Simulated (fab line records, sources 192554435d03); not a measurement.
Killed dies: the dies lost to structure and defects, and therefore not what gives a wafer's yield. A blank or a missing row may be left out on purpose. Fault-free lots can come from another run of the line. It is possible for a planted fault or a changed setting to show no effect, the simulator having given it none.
Check of tool commonality -- flow n5-finfet -- Lots sampled 9, wafers sampled 27

WHAT PROMPTED THE OPENING
Of 9 lots, 1 have the reading M3_THK flagged at N5_BEOL_M3_THK_MEAS_53. Fault-free wafers read 39.9 nm, with a standard deviation of 1.5.
Rule: a lot gets a flag if all its wafers with a number sit over 4 standard deviations from that mean, or if no wafer of it has a number. The rest of the lots are taken to be sound.

lot,measured,on,"M3_THK (nm), wafer by wafer",flag
L671,day 10 00:46,film-metro-02,37.4 40.1 38.9,
L672,day 10 01:05,film-metro-02,40.0 39.4 39.7,
L673,day 10 01:27,film-metro-01,38.0 38.2 37.8,
L677,day 10 18:17,film-metro-01,153.4 145.6 153.0,FLAGGED
L681,day 11 11:01,film-metro-02,41.1 42.4 45.0,
L686,day 13 09:19,film-metro-02,40.1 40.1 40.0,
L693,day 14 09:03,film-metro-01,39.5 38.7 40.6,
L691,day 14 23:52,film-metro-02,38.2 39.3 38.7,
L692,day 15 05:26,film-metro-02,39.2 39.7 41.2,
The mean of the flagged lots' numbers is 150.7 nm, +110.8 nm from the usual (+74 standard deviations).

LOT BY LOT: THE TOOL USED
The record holds 3 process steps before the reading, out of a route of 1938 steps. Cell contents, in order: the tool; ch with the chambers the sampled wafers went through; the start.
lot,flag,N5_BEOL_M3_ANNEAL_87,N5_BEOL_M3_ANNEAL_89,N5_BEOL_M3_CMP_52
L671,,"pvd-sputter-02, day 9 22:56","pvd-sputter-02, day 9 23:10","cmp-04 ch 0,1,3, day 10 00:30"
L672,,"pvd-sputter-03, day 9 23:16","pvd-sputter-03, day 9 23:29","cmp-01 ch 0,1, day 10 00:48"
L673,,"pvd-sputter-01, day 9 23:38","pvd-sputter-01, day 9 23:52","cmp-04 ch 2,3, day 10 01:10"
L677,FLAGGED,"pvd-sputter-01, day 10 16:06","pvd-sputter-01, day 10 16:19","cmp-04 ch 0,1,3, day 10 17:59"
L681,,"pvd-sputter-02, day 11 07:43","pvd-sputter-02, day 11 07:56","cmp-03 ch 0,2,3, day 11 10:43"
L686,,"pvd-sputter-03, day 13 07:27","pvd-sputter-03, day 13 07:40","cmp-03 ch 0,1,2, day 13 09:04"
L693,,"pvd-sputter-03, day 14 07:14","pvd-sputter-03, day 14 07:28","cmp-03 ch 0,1,2, day 14 08:47"
L691,,"pvd-sputter-02, day 14 22:03","pvd-sputter-02, day 14 22:16","cmp-03 ch 2,3, day 14 23:34"
L692,,"pvd-sputter-01, day 15 03:38","pvd-sputter-01, day 15 03:51","cmp-03 ch 1,2, day 15 05:11"
What the steps here do:
- N5_BEOL_M3_ANNEAL_87: time 240 s.
- N5_BEOL_M3_ANNEAL_89: time 240 s.
- N5_BEOL_M3_CMP_52: polishes, stops on SiOC, t overpolish 6.8 s, target thk 40 nm.
- N5_BEOL_M3_THK_MEAS_53: measures by xrf.

FLAGGED OVER TOTAL, TOOL BY TOOL (the gauges that took the reading come last)
step,tool,lots run,flagged,share of the flagged lots,sound lots run after its first flagged lot
N5_BEOL_M3_ANNEAL_87,pvd-sputter-01,3,1,all,1 (L692)
N5_BEOL_M3_ANNEAL_87,pvd-sputter-02,3,0,none,-
N5_BEOL_M3_ANNEAL_87,pvd-sputter-03,3,0,none,-
N5_BEOL_M3_ANNEAL_89,pvd-sputter-01,3,1,all,1 (L692)
N5_BEOL_M3_ANNEAL_89,pvd-sputter-02,3,0,none,-
N5_BEOL_M3_ANNEAL_89,pvd-sputter-03,3,0,none,-
N5_BEOL_M3_CMP_52,cmp-01,1,0,none,-
N5_BEOL_M3_CMP_52,cmp-03,5,0,none,-
N5_BEOL_M3_CMP_52,cmp-04,3,1,all,0
N5_BEOL_M3_THK_MEAS_53,film-metro-01,3,1,all,1 (L693)
N5_BEOL_M3_THK_MEAS_53,film-metro-02,6,0,none,-

WHAT IS ALLOWED BY THE TABLE
4 rows of the table ran every flagged lot: pvd-sputter-01 at N5_BEOL_M3_ANNEAL_87, pvd-sputter-01 at N5_BEOL_M3_ANNEAL_89, cmp-04 at N5_BEOL_M3_CMP_52, film-metro-01 at N5_BEOL_M3_THK_MEAS_53.
- pvd-sputter-01 at N5_BEOL_M3_ANNEAL_87: 1 of its 3 lots flagged. Lots that were sound ran on it after the first flagged one (L692); a persistent fault on the entire tool would not allow that.
- pvd-sputter-01 at N5_BEOL_M3_ANNEAL_89: 1 of its 3 lots flagged. Lots that were sound ran on it after the first flagged one (L692); a persistent fault on the entire tool would not allow that.
- cmp-04 at N5_BEOL_M3_CMP_52: 1 of its 3 lots flagged. It ran its last sound lot, L673, at day 10 01:10 and its first flagged lot, L677, at day 10 17:59: a fault with its onset between the two fits. Its own readings lie more than 4 standard deviations out on every wafer of the flagged lots: barrier-field-endpoint-s, overpolish-run-s, time-to-endpoint-s.
- film-metro-01 at N5_BEOL_M3_THK_MEAS_53: 1 of its 3 lots flagged. Lots that were sound ran on it after the first flagged one (L693); a persistent fault on the entire tool would not allow that.
What remains is a single tool, cmp-04 at N5_BEOL_M3_CMP_52.

WHAT THE SIMULATOR PUT IN
Process parameters drifting: cmp-04 at N5_BEOL_M3_CMP_52, beginning at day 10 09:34. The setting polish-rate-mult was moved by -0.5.
Lots struck among those shown: L677. This agrees with what the rule above found.
